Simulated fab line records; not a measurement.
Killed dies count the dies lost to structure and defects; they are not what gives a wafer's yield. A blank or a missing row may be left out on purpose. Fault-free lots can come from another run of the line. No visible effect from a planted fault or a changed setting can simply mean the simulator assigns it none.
Chamber matching || flow n5-finfet || N5_BEOL_M3_ILD_DEP_00 on pecvd-02 has 3 sister chambers
The step deposits SiOC from DEMS/O2, target thk 79 nm, time 15.3 s. 14 wafers are shown with their chamber, then 7 later ones without.

## EACH WAFER AND ITS CHAMBER
{"wafer": "L751.2", "chamber": 0, "throttle-valve-pct (%)": 12.9, "heater-power-w (W)": 559, "showerhead-plenum-p-Torr (Torr)": 5.689}
{"wafer": "L751.3", "chamber": 1, "throttle-valve-pct (%)": 12.7, "heater-power-w (W)": 517, "showerhead-plenum-p-Torr (Torr)": 5.673}
{"wafer": "L751.6", "chamber": 0, "throttle-valve-pct (%)": 12.5, "heater-power-w (W)": 560, "showerhead-plenum-p-Torr (Torr)": 5.692}
{"wafer": "L754.1", "chamber": 1, "throttle-valve-pct (%)": 12.7, "heater-power-w (W)": 521, "showerhead-plenum-p-Torr (Torr)": 5.682}
{"wafer": "L754.4", "chamber": 2, "throttle-valve-pct (%)": 11.0, "heater-power-w (W)": 451, "showerhead-plenum-p-Torr (Torr)": 5.705}
{"wafer": "L754.5", "chamber": 1, "throttle-valve-pct (%)": 12.7, "heater-power-w (W)": 516, "showerhead-plenum-p-Torr (Torr)": 5.670}
{"wafer": "L757.1", "chamber": 2, "throttle-valve-pct (%)": 11.1, "heater-power-w (W)": 386, "showerhead-plenum-p-Torr (Torr)": 5.704}
{"wafer": "L757.3", "chamber": 1, "throttle-valve-pct (%)": 12.3, "heater-power-w (W)": 520, "showerhead-plenum-p-Torr (Torr)": 5.676}
{"wafer": "L757.6", "chamber": 1, "throttle-valve-pct (%)": 12.5, "heater-power-w (W)": 512, "showerhead-plenum-p-Torr (Torr)": 5.691}
{"wafer": "L758.1", "chamber": 1, "throttle-valve-pct (%)": 12.7, "heater-power-w (W)": 523, "showerhead-plenum-p-Torr (Torr)": 5.680}
{"wafer": "L758.3", "chamber": 0, "throttle-valve-pct (%)": 12.7, "heater-power-w (W)": 526, "showerhead-plenum-p-Torr (Torr)": 5.679}
{"wafer": "L758.4", "chamber": 2, "throttle-valve-pct (%)": 11.3, "heater-power-w (W)": 393, "showerhead-plenum-p-Torr (Torr)": 5.687}
{"wafer": "L760.3", "chamber": 0, "throttle-valve-pct (%)": 12.9, "heater-power-w (W)": 504, "showerhead-plenum-p-Torr (Torr)": 5.695}
{"wafer": "L760.4", "chamber": 0, "throttle-valve-pct (%)": 12.6, "heater-power-w (W)": 509, "showerhead-plenum-p-Torr (Torr)": 5.699}

SIGNATURES (means of the wafers above)
{"reading": "throttle-valve-pct", "chamber 0": 12.720, "chamber 1": 12.600, "chamber 2": 11.133, "scatter within a chamber": 0.169}
{"reading": "heater-power-w", "chamber 0": 531.60, "chamber 1": 518.17, "chamber 2": 410.00, "scatter within a chamber": 22.3}
{"reading": "showerhead-plenum-p-Torr", "chamber 0": 5.69080, "chamber 1": 5.67867, "chamber 2": 5.69867, "scatter within a chamber": 0.00805}
Rule: distance of a wafer from a chamber = root of the sum over the readings of ((wafer's reading minus chamber's mean) / reading's scatter) squared. If the next closest chamber is less than 2 further off than the closest, the wafer can't be placed; otherwise it belongs to the closest. The scatter: take each reading less its chamber's mean, square it, sum over the shown wafers, divide by the number of wafers less the number of chambers, and take the root.

## WAFERS WHOSE CHAMBER IS MISSING
{"wafer": "L760.5", "throttle-valve-pct (%)": 12.9, "heater-power-w (W)": 431, "showerhead-plenum-p-Torr (Torr)": 5.696}
{"wafer": "L761.2", "throttle-valve-pct (%)": 11.6, "heater-power-w (W)": 463, "showerhead-plenum-p-Torr (Torr)": 5.694}
{"wafer": "L761.3", "throttle-valve-pct (%)": 12.8, "heater-power-w (W)": 493, "showerhead-plenum-p-Torr (Torr)": 5.687}
{"wafer": "L761.5", "throttle-valve-pct (%)": 11.3, "heater-power-w (W)": 458, "showerhead-plenum-p-Torr (Torr)": 5.691}
{"wafer": "L762.2", "throttle-valve-pct (%)": 12.6, "heater-power-w (W)": 495, "showerhead-plenum-p-Torr (Torr)": 5.697}
{"wafer": "L762.5", "throttle-valve-pct (%)": 12.5, "heater-power-w (W)": 476, "showerhead-plenum-p-Torr (Torr)": 5.676}
{"wafer": "L762.6", "throttle-valve-pct (%)": 12.7, "heater-power-w (W)": 495, "showerhead-plenum-p-Torr (Torr)": 5.683}

## THE CHAMBER EACH PASSED THROUGH
{"wafer": "L760.5", "from the rows above": "can't be placed: 0 or 1", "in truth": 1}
{"wafer": "L761.2", "from the rows above": 2, "in truth": 2}
{"wafer": "L761.3", "from the rows above": "can't be placed: 0 or 1", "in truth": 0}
{"wafer": "L761.5", "from the rows above": 2, "in truth": 2}
{"wafer": "L762.2", "from the rows above": "can't be placed: 0 or 1", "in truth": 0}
{"wafer": "L762.5", "from the rows above": "can't be placed: 1 or 0", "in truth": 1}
{"wafer": "L762.6", "from the rows above": "can't be placed: 1 or 0", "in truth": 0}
Correct placement for 2 of the 7. Can't be placed from these rows: 5 (the true chamber is among the candidates in 5). Wrongly placed: 0.
